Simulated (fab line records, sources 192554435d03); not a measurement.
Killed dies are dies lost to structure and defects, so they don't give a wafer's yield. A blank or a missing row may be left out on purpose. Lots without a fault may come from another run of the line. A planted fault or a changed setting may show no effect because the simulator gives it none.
fab line records | flow n5_finfet
record lots=10 wafers=29 last_day=18
route steps=1938 shown HKMG_FIN@441 GATE_CUT@466 BEOL_M4@1111
lots that met no fault: from a run of the same line without faults
start_h: hours from the record's first day to the start of the lot's first wafer shown | wait_h: hours since the lot's step before | " the same as in the row above | L1.1+2: a row that stands for several wafers | - no value, or no start given | * or withheld: withheld | < > ~ a bound
route shown NAME@n: a module of which the file shows steps, and the number in the route of the first | usual: mean/standard deviation of fault-free wafers | same: alike in all rows | chamber/n: place in a boat | sites: the reading at each site | _std_site: their standard deviation | _edge_site: outer sites' mean less inner sites' | radius_mm: how far each site lies from the wafer's centre | mask NAME#n: copy n | behind: the tool/chamber that last shaped the wafer | hold: why the lot was held/for how many hours/how that ended | device: the transistor (n, p or np) that didn't switch | end of line: the same wafers' tests at the end of the route | a step without rows: its recipe alone | killed: dies lost to structure and defects at the first sort, not the wafer's yield | map: a wafer's dies, x killed, . not, _ none there
set.NAME: the setting as run; set.NAME@STEP: as run at that earlier step | model.NAME: the simulator's own value behind a step, which no gauge read
steps of the route over a sample of lots; a table a step, a row a wafer
services: from which hour (start_h, from the record's first day; less than 0 if before it) a tool's chamber was out of use, for how many hours, and why
## steps
# step N5_HKMG_FIN_STRIP_19
# recipe chemistry=N2/H2 power_w=2500 temp_c=300 h2_frac=0.65 time_s=360 pressure_mtorr=withheld n2_flow_sccm=1750 h2_flow_sccm=3250
# usual drypump_motor_current_A=5.2/0.35 heater_power_w=503/39 n2_flow_sccm=1751/5.4
# same time_s=360
# columns lot.wafer tool chamber start_h wait_h drypump_motor_current_A heater_power_w n2_flow_sccm rf_hours_counter_h
L650.1 plasma_asher-02 0 76.01 0.0 4.8 510 1752 87
L650.5 " 0 " " 4.7 523 1747 -
L650.6 " 1 " " 5.2 537 1750 -
L652.3 plasma_asher-01 0 89.96 0.1 5.7 473 1758 -
L652.5 " 0 " " 5.8 465 1756 -
L653.1 plasma_asher-02 0 92.52 0.0 4.8 522 1747 90
L653.4 " 1 " " 5.2 529 1751 -
L653.5 " 0 " " 4.8 517 1748 -
L658.1 plasma_asher-02 0 125.57 0.0 4.9 505 1743 97
L658.4 " 0 " " 4.9 519 1742 -
L658.5 " 0 " " 4.8 522 1739 -
L661.1 plasma_asher-02 0 142.13 0.0 4.8 514 1756 100
L661.3 " 0 " " 4.8 510 1754 -
L661.6 " 0 " " 4.8 507 1760 -
L662.1 plasma_asher-02 0 152.00 0.0 4.8 516 1756 102
L662.3 " 1 " " 5.2 542 1752 -
L662.4 " 0 " " 4.8 524 1758 -
L663.1 plasma_asher-01 1 157.90 0.0 5.7 431 1746 54
L663.2 " 0 " " 5.7 454 1746 54
L663.5 " 1 " " 5.7 426 1751 -
L664.3 plasma_asher-02 1 159.03 0.1 5.2 549 1750 -
L664.4 " 0 " " 4.8 521 1744 -
L664.5 " 0 " " 4.8 517 1743 -
L672.2 plasma_asher-02 1 208.26 0.0 5.1 529 1764 118
L672.3 " 1 " " 5.1 535 1767 -
L672.4 " 0 " " 4.8 514 1756 -
L673.1 plasma_asher-01 0 219.06 0.0 5.7 470 1757 61
L673.3 " 0 " " 5.7 467 1760 -
L673.6 " 1 " " 5.6 437 1754 -
# step N5_GATE_CUT_ETCH_56
# recipe chemistry=Cl2/Ar target=TiN target_depth_a=216 pressure_mtorr=10 icp_w=600 bias_w=60 Cl2_flow_sccm=40 Ar_flow_sccm=60
# usual bias_w=60.01/0.15 drypump_motor_current_A=5.7/0.56 oes_product_au=0.74/0.12 throttle_valve_pct=20.80/0.18
# columns lot.wafer tool chamber start_h wait_h bias_w drypump_motor_current_A oes_product_au rf_hours_counter_h throttle_valve_pct
L650.1 rie_metal-01 0 79.98 0.1 59.81 4.9 0.68 94 20.68
L650.5 " 1 " " 59.92 5.8 0.84 - 20.60
L650.6 " 0 " " 59.89 4.9 0.68 - 20.69
L652.3 rie_metal-03 1 93.98 0.2 60.36 5.4 0.95 - 20.72
L652.5 " 1 " " 60.04 5.4 0.94 - 20.75
L653.1 rie_metal-03 1 96.76 0.2 60.06 5.4 0.94 8 20.74
L653.4 " 1 " " 60.11 5.4 0.93 - 20.73
L653.5 " 1 " " 60.11 5.4 0.94 - 20.73
L658.1 rie_metal-01 1 129.84 0.1 59.93 5.8 0.82 29 20.62
L658.4 " 0 " " 59.90 4.8 0.68 - 20.70
L658.5 " 1 " " 59.96 5.8 0.82 - 20.62
L661.1 rie_metal-01 0 146.43 0.1 60.05 4.8 0.67 100 20.70
L661.3 " 0 " " 60.24 4.8 0.67 - 20.70
L661.6 " 1 " " 60.12 5.8 0.81 - 20.63
L662.1 rie_metal-01 0 156.22 0.1 60.03 4.8 0.66 101 20.72
L662.3 " 1 " " 59.97 5.8 0.80 - 20.63
L662.4 " 0 " " 60.10 4.8 0.67 - 20.72
L663.1 rie_metal-01 0 161.84 0.1 59.90 4.9 0.67 102 20.71
L663.2 " 1 " " 60.01 5.8 1.17 33 20.26
L663.5 " 1 " " 60.12 5.8 0.80 - 20.64
L664.3 rie_metal-01 0 162.88 0.1 60.03 4.9 0.66 - 20.72
L664.4 " 1 " " 60.02 5.8 1.16 - 20.28
L664.5 " 0 " " 59.88 4.8 0.66 - 20.71
L672.2 rie_metal-02 1 212.30 0.1 60.02 6.2 0.61 124 20.91
L672.3 " 0 " " 60.17 6.5 0.99 - 20.82
L672.4 " 1 " " 59.73 6.2 0.61 - 20.91
L673.1 rie_metal-02 0 223.01 0.1 59.93 6.5 0.96 1 20.83
L673.3 " 0 " " 59.86 6.5 0.97 - 20.82
L673.6 " 0 " " 59.89 6.5 0.96 - 20.84
# step N5_GATE_CUT_VAPOR_ETCH_60
# recipe chemistry=BCl3/Cl2 target=HfO2 mode=isotropic
# usual drypump_motor_current_A=5.7/0.56 oes_product_au=0.73/0.12
# columns lot.wafer tool chamber start_h wait_h drypump_motor_current_A oes_product_au
L650.1 rie_metal-01 0 80.10 0.0 4.9 0.67
L650.5 " 1 " " 5.8 0.85
L650.6 " 0 " " 4.8 0.67
L652.3 rie_metal-03 1 94.18 0.1 5.4 0.91
L652.5 " 1 " " 5.4 0.92
L653.1 rie_metal-03 1 97.00 0.1 5.4 0.92
L653.4 " 1 " " 5.4 0.92
L653.5 " 1 " " 5.4 0.92
L658.1 rie_metal-01 1 129.96 0.0 5.8 0.84
L658.4 " 0 " " 4.8 0.67
L658.5 " 1 " " 5.8 0.82
L661.1 rie_metal-01 0 146.55 0.0 4.8 0.66
L661.3 " 0 " " 4.8 0.66
L661.6 " 1 " " 5.8 0.82
L662.1 rie_metal-01 0 156.34 0.0 4.8 0.67
L662.3 " 1 " " 5.8 0.82
L662.4 " 0 " " 4.8 0.66
L663.1 rie_metal-01 0 161.96 0.0 4.8 0.65
L663.2 " 1 " " 5.8 0.81
L663.5 " 1 " " 5.8 0.82
L664.3 rie_metal-01 0 162.98 0.0 4.9 0.66
L664.4 " 1 " " 5.8 0.82
L664.5 " 0 " " 4.9 0.66
L672.2 rie_metal-02 1 212.42 0.0 6.2 0.61
L672.3 " 0 " " 6.5 0.99
L672.4 " 1 " " 6.2 0.61
L673.1 rie_metal-02 0 223.13 0.0 6.5 0.96
L673.3 " 0 " " 6.5 0.97
L673.6 " 0 " " 6.5 0.97
# step N5_GATE_CUT_HM_DEP_46
# recipe material=SiO2 target_thk_a=1300 temp_c=400 precursor=TEOS/O2 pressure_torr=6.5 rf_w=900 teos_flow_sccm=161.4 gas=O2 flow_sccm=2650 time_s=26.6
# usual heater_power_w=510/80 showerhead_plenum_p_Torr=8.339/0.029 susceptor_temp_C=400.00/0.2 throttle_valve_pct=18.7/1.3
# same time_s=26.6
# columns lot.wafer tool chamber start_h wait_h heater_power_w showerhead_plenum_p_Torr susceptor_temp_C throttle_valve_pct
L650.1 pecvd-02 0 83.10 0.0 654 8.322 400.04 19.8
L650.5 " 0 " " 687 8.338 399.78 19.8
L650.6 " 2 " " 555 8.344 400.18 17.5
L652.3 pecvd-01 2 97.27 0.1 560 8.356 399.95 16.6
L652.5 " 2 " " 560 8.355 400.18 16.5
L653.1 pecvd-04 2 100.94 0.0 504 8.334 400.19 19.6
L653.4 " 0 " " 395 8.281 400.16 19.7
L653.5 " 2 " " 506 8.344 399.93 19.3
L658.1 pecvd-01 2 132.93 0.0 517 8.378 400.34 16.6
L658.4 " 2 " " 530 8.366 399.71 16.6
L658.5 " 1 " " 375 8.370 399.68 20.0
L661.1 pecvd-02 2 151.07 0.0 449 8.347 400.07 17.6
L661.3 " 1 " " 594 8.306 400.23 19.7
L661.6 " 2 " " 466 8.345 400.27 17.4
L662.1 pecvd-02 2 159.31 0.0 461 8.363 399.91 17.7
L662.3 " 0 " " 678 8.352 400.00 19.8
L662.4 " 0 " " 674 8.317 400.13 19.9
L663.1 pecvd-04 2 164.97 0.0 484 8.346 400.03 19.4
L663.2 " 0 " " 495 8.286 399.89 20.4
L663.5 " 1 " " 462 8.341 399.89 18.7
L664.3 pecvd-01 1 165.94 0.0 483 8.361 400.15 20.2
L664.4 " 0 " " 473 8.303 399.53 17.6
L664.5 " 1 " " 477 8.378 400.45 20.2
L672.2 pecvd-02 0 216.72 0.0 656 8.347 399.69 19.6
L672.3 " 2 " " 530 8.352 400.01 17.6
L672.4 " 1 " " 464 8.306 400.10 19.6
L673.1 pecvd-02 1 226.17 0.0 493 8.293 400.11 19.4
L673.3 " 0 " " 630 8.328 399.88 19.7
L673.6 " 0 " " 649 8.320 399.99 19.7
# step N5_BEOL_M4_RC_MEAS_101
# usual DIBL_N=37.5/2.5 DIBL_P=38/3.1 IOFF_N=0.19/0.059 IOFF_P=0.24/0.061 ION_N=679/16 ION_P=465/9.8 SS_N=72.0/0.8 SS_P=73.7/0.86 VT_N=248/4.5 VT_P=-249/3.5
# columns lot.wafer tool chamber start_h wait_h DIBL_N[mV/V] DIBL_P[mV/V] IOFF_N[nA/um] IOFF_P[nA/um] ION_N[uA/um] ION_P[uA/um] SS_N[mV/dec] SS_P[mV/dec] VT_N[mV] VT_P[mV]
L650.1 prober-02 0 163.35 0.0 34.1 36 0.12 0.20 659 459 70.6 72.8 254 -249
L650.5 " 0 " " 37.8 37 0.18 0.22 678 466 72.3 73.5 251 -250
L650.6 " 0 " " 39.7 40 0.23 0.27 679 459 72.7 74.2 248 -245
L652.3 prober-02 0 179.86 0.3 37.4 40 0.18 0.24 675 466 71.5 73.8 248 -248
L652.5 " 0 " " 35.7 38 0.14 0.19 666 463 71.5 73.9 254 -252
L653.1 prober-01 0 188.43 0.0 35.7 36 0.15 0.19 673 458 71.9 72.4 253 -250
L653.4 " 0 " " 33.3 34 0.11 0.17 651 455 70.6 71.8 255 -253
L653.5 " 0 " " 37.1 38 0.18 0.24 669 461 71.6 73.8 248 -249
L658.1 prober-01 0 237.18 0.1 34.4 35 0.10 0.16 657 453 70.8 73.2 260 -253
L658.4 " 0 " " 38.7 39 0.18 0.24 673 467 71.8 74.1 247 -249
L658.5 " 0 " " 37.1 37 0.14 0.20 651 452 71.5 73.1 252 -251
L661.1 prober-02 0 252.06 0.0 39.0 40 0.23 0.28 694 469 71.8 73.5 244 -247
L661.3 " 0 " " 36.6 38 0.17 0.24 672 463 71.9 73.4 249 -248
L661.6 " 0 " " 42.2 45 0.37 0.43 714 484 72.8 74.8 238 -242
L662.1 prober-02 0 253.23 0.0 35.6 35 0.15 0.17 660 448 71.4 73.2 250 -255
L662.3 " 0 " " 34.5 34 0.14 0.17 672 453 71.0 72.5 248 -255
L662.4 " 0 " " 37.2 38 0.18 0.22 678 450 71.9 73.9 246 -250
L663.1 prober-02 0 257.03 0.0 37.5 37 0.20 0.30 706 489 70.9 73.4 242 -244
L663.2 " 0 " " 36.4 34 0.16 0.23 689 470 72.0 72.9 249 -248
L663.5 " 0 " " 36.5 35 0.18 0.26 684 479 71.7 72.7 249 -244
L664.3 prober-02 0 259.21 0.3 35.8 36 0.13 0.21 659 465 71.9 73.3 256 -249
L664.4 " 0 " " 36.5 37 0.14 0.21 658 455 71.5 73.3 252 -250
L664.5 " 0 " " 38.3 38 0.19 0.27 682 471 72.0 74.3 248 -248
L672.2 prober-02 0 312.12 0.2 37.5 39 0.18 0.22 679 466 72.5 73.7 251 -252
L672.3 " 0 " " 34.7 35 0.13 0.17 673 459 71.5 73.4 254 -252
L672.4 " 0 " " 37.5 40 0.19 0.26 677 463 72.1 74.5 248 -249
L673.1 prober-02 0 317.13 0.0 36.5 37 0.18 0.22 681 462 72.6 73.0 250 -249
L673.3 " 0 " " 36.5 39 0.19 0.27 690 476 72.7 74.0 247 -247
L673.6 " 0 " " 36.0 37 0.15 0.20 677 461 72.3 73.7 253 -253
## services
# columns tool chamber start_h hours kind
rie_metal-01 - 56.66 0.4 repair
rie_metal-03 - 80.31 1.4 pm
pecvd-02 1 81.62 2.1 scheduled_down
plasma_asher-02 - 84.72 2.5 repair
pecvd-01 1 91.21 11.6 repair
rie_metal-03 0 93.66 10.2 repair
pecvd-02 2 118.84 6.7 repair
rie_metal-01 - 120.43 0.8 repair
pecvd-01 0 127.62 5.5 scheduled_down
rie_metal-03 - 140.87 57.9 repair
rie_metal-02 0 145.50 5.4 repair
pecvd-01 2 146.37 5.5 scheduled_down
pecvd-02 2 167.45 5.0 scheduled_down
plasma_asher-01 - 167.89 10.1 repair
pecvd-01 0 168.30 5.9 repair
pecvd-04 1 178.07 2.1 scheduled_down
pecvd-02 0 182.67 2.3 repair
pecvd-02 - 184.08 0.6 repair
rie_metal-02 0 197.32 - clean
rie_metal-02 0 197.32 13.0 scheduled_down
rie_metal-02 0 197.32 13.0 vent_cycle
plasma_asher-02 - 204.30 0.7 repair
pecvd-04 2 204.83 2.1 scheduled_down
pecvd-04 2 206.96 - clean
## key
first_sign step=N5_GATE_CUT_ETCH_56 reading=oes_product_au direction=up sigmas=3.4 usual=0.74 struck=1.16
effect none on later readings
met_at N5_GATE_CUT_ETCH_56
struck_lots L663,L664
struck_wafers L663.2,L664.4
not_acting_at N5_HKMG_FIN_STRIP_19,N5_GATE_CUT_VAPOR_ETCH_60,N5_GATE_CUT_HM_DEP_46
onset_between 156.22 161.84
fault kind=process_parameter_drift tool=rie_metal-01 chamber=- onset_h=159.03 steps=N5_GATE_CUT_ETCH_56 channel=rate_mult offset=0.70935 shape=step end_h=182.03 scope=struck_wafers_only
